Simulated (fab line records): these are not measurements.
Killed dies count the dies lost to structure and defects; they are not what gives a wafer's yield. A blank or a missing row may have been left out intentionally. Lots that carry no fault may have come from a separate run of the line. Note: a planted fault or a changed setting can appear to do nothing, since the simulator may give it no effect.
Split-lot study | flow n5Finfet | 21 wafers read from 7 lots, route of 1938 steps

== SPLIT DETAILS ==
At N5_BEOL_M1_COAT_05 (resist thk 30 nm), the setting spinRpm was moved away from the recipe's 1500 rpm on 9 of the 21 wafers read, by -6.7% to +8.2%. All remaining wafers had this setting at the recipe value.

== FROM THE SPLIT TO THE READING: what the file shows between them, 4 steps ==
- N5_BEOL_M1_EBR_07
- N5_BEOL_M1_SOFTBAKE_06: time 60 s
- N5_BEOL_M1_EXPOSE_08: exposes mask M1
- N5_BEOL_M1_PEB_09: peb time 60 s

== THE READING ==
CAR-EUV_of_BEOL_M1_COAT_05.thkNm (the simulator's own value, which no gauge read), in nm, at N5_BEOL_M1_DEVELOP_10 (develop time 30 s). There is no usual value for it anywhere in the file. Average 29.4 nm, standard deviation 0.087 nm, over the 12 wafers here run with the recipe.

wafer  | tool, chamber at the split | spinRpm as run, rpm | against the recipe | CAR-EUV_of_BEOL_M1_COAT_05.thkNm, nm | against lot-mates on the recipe
L078.1 | lithoTrack-03, 0           | 1500                | recipe             | 29.4                                 | -
L078.2 | lithoTrack-03, 0           | 1400                | -6.7%              | 30.6                                 | +1.2
L078.3 | lithoTrack-03, 0           | 1400                | -6.7%              | 30.6                                 | +1.2
L079.1 | lithoTrack-03, 0           | 1500                | recipe             | 29.6                                 | -
L079.3 | lithoTrack-03, 0           | 1500                | recipe             | 29.4                                 | -
L079.4 | lithoTrack-03, 0           | 1500                | recipe             | 29.4                                 | -
L081.2 | lithoTrack-03, 0           | 1500                | recipe             | 29.6                                 | -
L081.5 | lithoTrack-03, 0           | 1591                | +6.1%              | 28.8                                 | -0.8
L081.6 | lithoTrack-03, 0           | 1591                | +6.1%              | 28.6                                 | -1.0
L085.2 | lithoTrack-03, 0           | 1500                | recipe             | 29.4                                 | -
L085.6 | lithoTrack-03, 0           | 1500                | recipe             | 29.4                                 | -
L085.4 | lithoTrack-03, 0           | 1500                | recipe             | 29.6                                 | -
L087.1 | lithoTrack-05, 0           | 1589                | +5.9%              | 28.8                                 | no lot-mate on the recipe
L087.2 | lithoTrack-05, 0           | 1589                | +5.9%              | 28.8                                 | no lot-mate on the recipe
L087.4 | lithoTrack-05, 0           | 1589                | +5.9%              | 28.8                                 | no lot-mate on the recipe
L091.1 | lithoTrack-04, 0           | 1500                | recipe             | 29.4                                 | -
L091.2 | lithoTrack-04, 0           | 1623                | +8.2%              | 28.4                                 | -1.0
L091.4 | lithoTrack-04, 0           | 1623                | +8.2%              | 28.4                                 | -1.0
L097.1 | lithoTrack-04, 0           | 1500                | recipe             | 29.4                                 | -
L097.2 | lithoTrack-04, 0           | 1500                | recipe             | 29.4                                 | -
L097.4 | lithoTrack-04, 0           | 1500                | recipe             | 29.4                                 | -

THE FIT
A straight line over all 21 wafers: CAR-EUV_of_BEOL_M1_COAT_05.thkNm changes by -0.137 nm for each +1% of spinRpm; r = -0.98; the points scatter about the line by 0.11 nm.
The same after taking each lot's own level away (the mean of its wafers on the recipe; 18 wafers): -0.148 nm for each +1%; r = -0.98; scatter 0.12 nm.
The reading moves by 1.2 nm for the largest change in spinRpm, on that fit.
Across the lots, their own levels run from 29.40 to 29.60 nm, a range of 2.3 times the standard deviation given above.
The two slopes agree, so the slope changes little with the lot-to-lot level.
Check: -1.22 nm against its lot-mates is what the line predicts for one of the wafers moved furthest among these (+8.2%) when that wafer is left out of the fit. Against them it came out at -1 nm.

== ADDITIONAL SPLITS CARRIED BY THESE WAFERS ==
Before the reading, these wafers also passed through other splits. Each is held against what the fit with the lots' levels taken away leaves over:
other split on the same wafers            | wafers away from the commonest value | r with CAR-EUV_of_BEOL_M1_COAT_05.thkNm (lot level and that fit taken away)
N5_BEOL_M0_SAQP_SPACER2_ETCHBACK_27 timeS | 5                                    | +0.11
N5_BEOL_M1_PECVD_72 timeS                 | 9                                    | -0.05

== THE WHOLE CHAIN: every reading that the file lists as answering this split, in the file's order ==
step                  | what it does      | reading                                                                           | change (the file's fit)               | r (the file's)
N5_BEOL_M1_COAT_05    | resist thk 30 nm  | CAR-EUV_of_BEOL_M1_COAT_05.thkNm (the simulator's own value, which no gauge read) | -0.137 nm for each +1% of the setting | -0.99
N5_BEOL_M1_DEVELOP_10 | develop time 30 s | CAR-EUV_of_BEOL_M1_COAT_05.thkNm (the simulator's own value, which no gauge read) | -0.146 nm for each +1% of the setting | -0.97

== THE FILE'S OWN FIT ==
CAR-EUV_of_BEOL_M1_COAT_05.thkNm changes by -0.146 nm for each +1% of spinRpm, r = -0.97.
